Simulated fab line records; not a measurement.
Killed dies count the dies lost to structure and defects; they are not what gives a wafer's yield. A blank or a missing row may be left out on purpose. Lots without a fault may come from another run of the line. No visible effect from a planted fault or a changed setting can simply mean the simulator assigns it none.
Chamber matching | flow nand_harc | pecvd-02 running NHARC_A_STAIRCASE_DEP_301: 3 sister chambers
The step deposits SiON, target thk 30 nm. 6 wafers are shown with their chamber, then 7 later ones without.

## WAFERS WITH THEIR CHAMBER
wafer  | chamber | heater_power_w (W) | rf_fwd_power_W (W)
L736.2 | 1       | 785                | 348.2
L740.1 | 2       | 770                | 348.5
L740.3 | 0       | 718                | 347.4
L740.4 | 1       | 778                | 349.3
L747.2 | 2       | 761                | 347.6
L747.3 | 0       | 702                | 348.0

## WAFERS WITHOUT THEIR CHAMBER
wafer  | heater_power_w (W) | rf_fwd_power_W (W)
L747.4 | 776                | 347.4
L746.4 | 650                | 348.5
L746.5 | 739                | 348.6
L746.6 | 724                | 347.2
L749.3 | 744                | 349.9
L749.4 | 764                | 348.5
L749.5 | 736                | 349.9

## CHAMBER TAKEN BY EACH
wafer  | from the rows above          | in truth
L747.4 | can't be placed: 2 or 1      | 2
L746.4 | 0                            | 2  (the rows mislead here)
L746.5 | can't be placed: 2 or 0 or 1 | 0
L746.6 | 0                            | 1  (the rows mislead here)
L749.3 | can't be placed: 2 or 1 or 0 | 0
L749.4 | can't be placed: 2 or 1      | 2
L749.5 | can't be placed: 2 or 0 or 1 | 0
Correct placement for 0 of the 7. Not placeable from these rows: 5 (in 5, the candidates include the true chamber). Placed wrongly: 2.
How it was worked out, from the rows above alone: a wafer's distance from a chamber is the root of the sum, over the readings, of the square of ((its reading less the chamber's mean) divided by the reading's scatter). The wafer belongs to the nearest chamber; if the next one is less than 2 further off, it can't be placed. A chamber's mean is the mean of its shown wafers. The scatter: the root of (the sum of the squares of (reading less its chamber's mean) over the shown wafers, divided by (wafers less chambers)).
